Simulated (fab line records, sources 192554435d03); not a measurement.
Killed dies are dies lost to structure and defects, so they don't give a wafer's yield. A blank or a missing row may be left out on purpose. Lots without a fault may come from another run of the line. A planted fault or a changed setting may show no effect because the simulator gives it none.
One fault seen from 3 desks | flow n5_finfet | each desk has only its own numbers; what lay behind them comes last

THE TOOL OWNER'S DESK: litho_track-02
The tool's own readings at N5_SD_EPI_P_COAT_03 (resist thk 150 nm): means of the sampled wafers that have a number, for each lot that ran on this tool. A lot is out of limits, marked OUT, if its mean lies more than 4 standard deviations from the usual mean; the brackets give that distance.
Columns: A = spin_speed_rpm at N5_SD_EPI_P_COAT_03, usual 1500.0 rpm
lot  | first seen here | A
L226 | day 4 03:15     | 1499.5
L231 | day 5 08:45     | 1232.4 (-99 or more) OUT
L233 | day 5 18:17     | 1232.0 (-99 or more) OUT
This desk's finding: out of limits on L231, L233; first on L231, day 5 08:45 (spin_speed_rpm at N5_SD_EPI_P_COAT_03). In limits: L226.

THE METROLOGY DESK
What the gauges read, lot by lot, whatever tool the lot ran on: means of the sampled wafers that have a number. A lot is out of limits, marked OUT, if its mean lies more than 4 standard deviations from the usual mean; the brackets give that distance. Of its 13 readings 7 are shown: those that lie furthest out on some lot.
Columns: A = thk_nm at N5_SD_EPI_N_EPI_MEAS_23, usual 59.1 nm; B = cd_nm at N5_SD_EPI_P_CD_MEAS_09, usual 240.1 nm; C = SD_P_BLK_OVL at N5_SD_EPI_P_OVL_MEAS_10, usual -0.6 nm; D = DIBL_N at N5_BEOL_M4_RC_MEAS_101, usual 36.0 mV/V; E = DIBL_P at N5_BEOL_M4_RC_MEAS_101, usual 36.0 mV/V; F = ION_N at N5_BEOL_M4_RC_MEAS_101, usual 673 uA/um; G = VT_N at N5_BEOL_M4_RC_MEAS_101, usual 250 mV
lot  | first seen here | A    | B     | C    | D    | E    | F   | G
L223 | day 3 05:33     | 58.2 | 240.0 | -1.5 | 36.3 | 36.2 | 671 | 249
L226 | day 4 02:13     | 60.3 | 239.4 | 0.7  | 36.2 | 35.7 | 671 | 254
L231 | day 5 08:08     | 59.7 | 240.2 | -0.5 | 36.7 | 35.4 | 672 | 251
L233 | day 5 17:23     | 60.1 | 239.0 | -0.6 | 33.7 | 33.7 | 664 | 254
L240 | day 7 13:58     | 60.2 | 239.0 | -0.8 | 37.8 | 37.1 | 689 | 248
L243 | day 8 05:01     | 61.3 | 239.3 | -0.6 | 34.2 | 32.8 | 666 | 252
This desk's finding: nothing out of limits on any of the 6 lots.

THE DEFECT DESK
What the inspections along the route counted, lot by lot: means of the sampled wafers that have a number. A lot is out of limits, marked OUT, if its mean lies more than 4 standard deviations from the usual mean; the brackets give that distance.
Columns: A = raw_defect_count at N5_SD_EPI_N_INSPECT_26, usual 205; B = raw_defect_count at N5_SD_EPI_P_INSPECT_11, usual 2.1
lot  | first seen here | A   | B
L223 | day 3 06:07     | 250 | 1.3
L226 | day 4 03:13     | 217 | 1.3
L231 | day 5 08:43     | 244 | 2.0
L233 | day 5 18:14     | 231 | 2.7
L240 | day 7 14:32     | 208 | 2.7
L243 | day 8 05:34     | 236 | 0.7
This desk's finding: nothing out of limits on any of the 6 lots.

PUT TOGETHER
The tool owner's desk could have raised an alarm at day 5 08:45, on L231, L233.
The metrology desk saw nothing out of limits.
The defect desk saw nothing out of limits.
The metrology desk has L231, L233 on record, within its limits.
The defect desk has L231, L233 on record, within its limits.
Of the lots named, all ran N5_SD_EPI_P_COAT_03 on litho_track-02.

WHAT THE SIMULATOR HAD PUT IN
Process parameter drift: litho_track-02, from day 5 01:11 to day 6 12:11, at N5_SD_EPI_P_COAT_03. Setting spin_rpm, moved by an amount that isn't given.
Lots struck among those shown: L231, L233.
Hours from the fault's start to each desk's first reading out of limits: the tool owner's desk, 8.
